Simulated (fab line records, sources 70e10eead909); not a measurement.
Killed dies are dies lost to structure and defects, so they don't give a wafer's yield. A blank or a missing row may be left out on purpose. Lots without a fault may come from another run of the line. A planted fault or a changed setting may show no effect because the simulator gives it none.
Which tool did it? | flow nand_harc | 12 lots, 36 wafers sampled, at 6 steps of a route of 1302

WHAT THE GAUGES READ, wafer by wafer
NHARC_A_M0_CD_MEAS_09: target cd 80 nm. Usual: cd_nm 80.0 nm, standard deviation 0.57.
lot  | measured     | on        | cd_nm (nm)        | flag
L748 | day 23 10:26 | cd_sem-02 | 80.0 80.2 79.6    |
L750 | day 23 22:21 | cd_sem-03 | 81.3 80.1 80.9    |
L751 | day 24 12:26 | cd_sem-01 | 80.1 79.8 79.4    |
L753 | day 25 14:40 | cd_sem-02 | 79.5 79.5 80.3    |
L754 | day 25 18:11 | cd_sem-03 | 79.8 79.3 79.7    |
L757 | day 27 10:41 | cd_sem-02 | 79.7 80.3 79.6    |
L755 | day 27 14:39 | cd_sem-02 | 79.7 79.8 79.8    |
L760 | day 28 17:10 | cd_sem-02 | 121.9 121.1 120.3 | OFF
L763 | day 29 07:13 | cd_sem-03 | 80.2 79.7 79.9    |
L762 | day 29 08:23 | cd_sem-03 | 79.4 80.1 79.7    |
L768 | day 31 16:21 | cd_sem-03 | 79.7 80.0 80.2    |
L769 | day 32 02:34 | cd_sem-01 | 79.8 79.8 80.2    |

NHARC_A_M0_OVL_MEAS_10: pitch 160 nm. Usual: overlay_x_nm 0.1 nm, standard deviation 0.87; overlay_y_nm -0.1 nm, standard deviation 0.91.
lot  | measured     | on         | overlay_x_nm (nm) | overlay_y_nm (nm) | flag
L748 | day 23 10:31 | overlay-01 | 0.1 -0.5 -0.5     | 1.2 1.4 1.8       |
L750 | day 23 22:26 | overlay-01 | 1.7 1.7 1.3       | -0.8 -0.9 0.0     |
L751 | day 24 12:31 | overlay-02 | -1.2 -0.8 -0.9    | -0.4 -0.9 -0.2    |
L753 | day 25 14:45 | overlay-02 | -0.5 -0.4 -0.1    | 0.8 0.6 0.7       |
L754 | day 25 18:17 | overlay-01 | -0.2 0.1 -0.1     | -0.9 -0.9 -0.2    |
L757 | day 27 10:46 | overlay-02 | 0.0 0.1 -0.2      | -0.8 -0.6 -0.6    |
L755 | day 27 14:44 | overlay-02 | 0.6 1.3 1.0       | 1.0 0.8 0.9       |
L760 | day 28 17:16 | overlay-02 | 0.0 0.5 0.6       | -2.3 -2.1 -2.3    |
L763 | day 29 07:17 | overlay-01 | -1.1 -0.8 -1.3    | -1.0 -0.8 -0.5    |
L762 | day 29 08:29 | overlay-02 | -0.4 -0.4 0.0     | 1.9 1.1 1.7       |
L768 | day 31 16:26 | overlay-02 | 0.2 0.1 0.4       | 0.5 0.7 0.0       |
L769 | day 32 02:40 | overlay-02 | -1.0 -1.3 -1.4    | 0.4 0.5 0.5       |

NHARC_END_SORT_01. Usual: defect_limited_yield 91 %, standard deviation 3; killed_at_array 55, standard deviation 20; killed_at_other 1.2, standard deviation 1.3; killed_at_periphery 4.0, standard deviation 3; killed_dies 60, standard deviation 21; killed_open 3.2, standard deviation 1.9; killed_short 2.5, standard deviation 1.6.
lot  | measured     | on        | defect_limited_yield (%) | killed_at_array | killed_at_other | killed_at_periphery | killed_dies | killed_open | killed_short | flag
L757 | day 29 02:29 | prober-02 | 89                       | 72              | 3               | 1                   | 76          | 0           | 0            |
L760 | day 30 06:19 | prober-01 | 0 0 0                    | 670 671 675     | 1 1 0           | 6 5 2               | 677 677 677 | 6 6 2       | 2 3 4        | OFF

WHICH TOOL RAN EACH LOT (tool, then ch and the chambers of the sampled wafers, then the start)
lot  | NHARC_A_BLC_PVD_32                      | NHARC_A_BLC_CMP_25            | NHARC_A_M0_PEB_07
L748 | pvd_sputter-02, day 23 09:09 or earlier | cmp-03 ch 0,2, day 23 09:09   | litho_track-06 ch 0, day 23 10:21
L750 | pvd_sputter-03, day 23 21:02 or earlier | cmp-01 ch 1,2,3, day 23 21:02 | litho_track-06 ch 0, day 23 22:16
L751 | pvd_sputter-01, day 24 11:09 or earlier | cmp-04 ch 0,2,3, day 24 11:09 | litho_track-01 ch 0, day 24 12:21
L753 | pvd_sputter-02, day 25 13:34 or earlier | cmp-01 ch 0,2,3, day 25 13:34 | litho_track-01 ch 0, day 25 14:35
L754 | pvd_sputter-02, day 25 16:55 or earlier | cmp-01 ch 0,3, day 25 16:55   | litho_track-04 ch 0, day 25 18:07
L757 | pvd_sputter-02, day 27 09:31 or earlier | cmp-01 ch 0,1,2, day 27 09:31 | litho_track-04 ch 0, day 27 10:37
L755 | pvd_sputter-03, day 27 13:20 or earlier | cmp-03 ch 1,2,3, day 27 13:20 | litho_track-01 ch 0, day 27 14:34
L760 | pvd_sputter-03, day 28 15:54 or earlier | cmp-01 ch 0,2, day 28 15:54   | litho_track-06 ch 0, day 28 17:05
L763 | pvd_sputter-01, day 29 05:54 or earlier | cmp-03 ch 0,1,3, day 29 05:54 | litho_track-04 ch 0, day 29 07:08
L762 | pvd_sputter-01, day 29 07:16 or earlier | cmp-03 ch 0,1,3, day 29 07:16 | litho_track-04 ch 0, day 29 08:19
L768 | pvd_sputter-01, day 31 15:03 or earlier | cmp-03 ch 0,2, day 31 15:03   | litho_track-01 ch 0, day 31 16:16
L769 | pvd_sputter-02, day 32 01:17 or earlier | cmp-04 ch 1,2,3, day 32 01:17 | litho_track-01 ch 0, day 32 02:29
- NHARC_A_BLC_PVD_32: deposits Ti, target thk 5 nm, time 17.7 s.
- NHARC_A_BLC_CMP_25: polishes, t overpolish 30 s, target thk 150 nm.
- NHARC_A_M0_PEB_07: peb time 65 s.

WHAT THE TOOLS THEMSELVES READ (means of the sampled wafers that have a number; where no wafer has one, the mark that the record gives instead)
NHARC_A_BLC_PVD_32. Usual: throttle_valve_pct 30.2 %, standard deviation 1.1.
lot  | tool           | throttle_valve_pct (%) | flag
L748 | pvd_sputter-02 | 29.6                   |
L750 | pvd_sputter-03 | 31.0                   |
L751 | pvd_sputter-01 | 29.3                   |
L753 | pvd_sputter-02 | 29.8                   |
L754 | pvd_sputter-02 | 29.2                   |
L757 | pvd_sputter-02 | 30.5                   |
L755 | pvd_sputter-03 | 30.3                   |
L760 | pvd_sputter-03 | 31.0                   |
L763 | pvd_sputter-01 | 30.3                   |
L762 | pvd_sputter-01 | 30.2                   |
L768 | pvd_sputter-01 | 29.1                   |
L769 | pvd_sputter-02 | 30.1                   |

NHARC_A_BLC_CMP_25. Usual: motor_current_A 12.0 A, standard deviation 1.4; overpolish_run_s 30.001 s, standard deviation 0.0082; time_to_endpoint_s 29.4 s, standard deviation 2.8.
lot  | tool   | motor_current_A (A) | overpolish_run_s (s) | time_to_endpoint_s (s) | flag
L748 | cmp-03 | 11.4                | 29.997               | 28.3                   |
L750 | cmp-01 | 12.9                | 29.994               | 31.8                   |
L751 | cmp-04 | 11.5                | 29.999               | 28.4                   |
L753 | cmp-01 | 11.3                | 30.000               | 28.3                   |
L754 | cmp-01 | 11.0                | 30.004               | 24.9                   |
L757 | cmp-01 | 12.7                | 29.999               | 28.9                   |
L755 | cmp-03 | 12.3                | 30.000               | 29.0                   |
L760 | cmp-01 | 11.1                | 29.995               | 28.5                   |
L763 | cmp-03 | 11.7                | 29.996               | 27.7                   |
L762 | cmp-03 | 12.1                | 30.008               | 29.8                   |
L768 | cmp-03 | 11.9                | 29.993               | 28.1                   |
L769 | cmp-04 | 11.3                | 29.995               | 34.0                   |

NHARC_A_M0_PEB_07. Usual: heater_power_total_W 156.6 W, standard deviation 0.41; plate_temp_C 100.00 C, standard deviation 0.11.
lot  | tool           | heater_power_total_W (W) | plate_temp_C (C) | flag
L748 | litho_track-06 | 156.9                    | 99.95            |
L750 | litho_track-06 | 156.7                    | 99.94            |
L751 | litho_track-01 | 156.5                    | 99.99            |
L753 | litho_track-01 | 156.5                    | 100.03           |
L754 | litho_track-04 | 157.0                    | 99.94            |
L757 | litho_track-04 | 156.9                    | 99.95            |
L755 | litho_track-01 | 156.5                    | 99.97            |
L760 | litho_track-06 | 188.9                    | 114.87           | OFF
L763 | litho_track-04 | 156.5                    | 100.12           |
L762 | litho_track-04 | 156.2                    | 99.95            |
L768 | litho_track-01 | 156.2                    | 100.00           |
L769 | litho_track-01 | 156.7                    | 100.17           |

THE ANSWER, worked out from the rows above alone
Rule: a lot is off if the mean of its wafers that have a number lies more than 3 standard deviations from the usual mean. A lot without any number at a reading at which 4 lots or more have one is off too. The other lots that the step has rows for count as sound. The gauges are gone through in route order, then the tools' own readings, and for those a lot's mean is taken as printed above. The first step at which some lot is off is used, and at that step the reading that is off furthest; a lot without a number counts as furthest.
Off: L760, at NHARC_A_M0_CD_MEAS_09 (cd_nm).
A tool fits if, at a process step before that reading, it ran every lot that is off, and no sound lot after the first of them. The gauges at NHARC_A_M0_CD_MEAS_09 aren't tried: what is off there is off at NHARC_END_SORT_01 too, on other tools, and a gauge's error can't cause that. NHARC_A_BLC_PVD_32 gives no start for some lots, so the hours and the order of its lots are those of NHARC_A_BLC_CMP_25. Can't be told from this: 3 tools fit, pvd_sputter-03 at NHARC_A_BLC_PVD_32, cmp-01 at NHARC_A_BLC_CMP_25, litho_track-06 at NHARC_A_M0_PEB_07.

WHAT THE SIMULATOR HAD PUT IN
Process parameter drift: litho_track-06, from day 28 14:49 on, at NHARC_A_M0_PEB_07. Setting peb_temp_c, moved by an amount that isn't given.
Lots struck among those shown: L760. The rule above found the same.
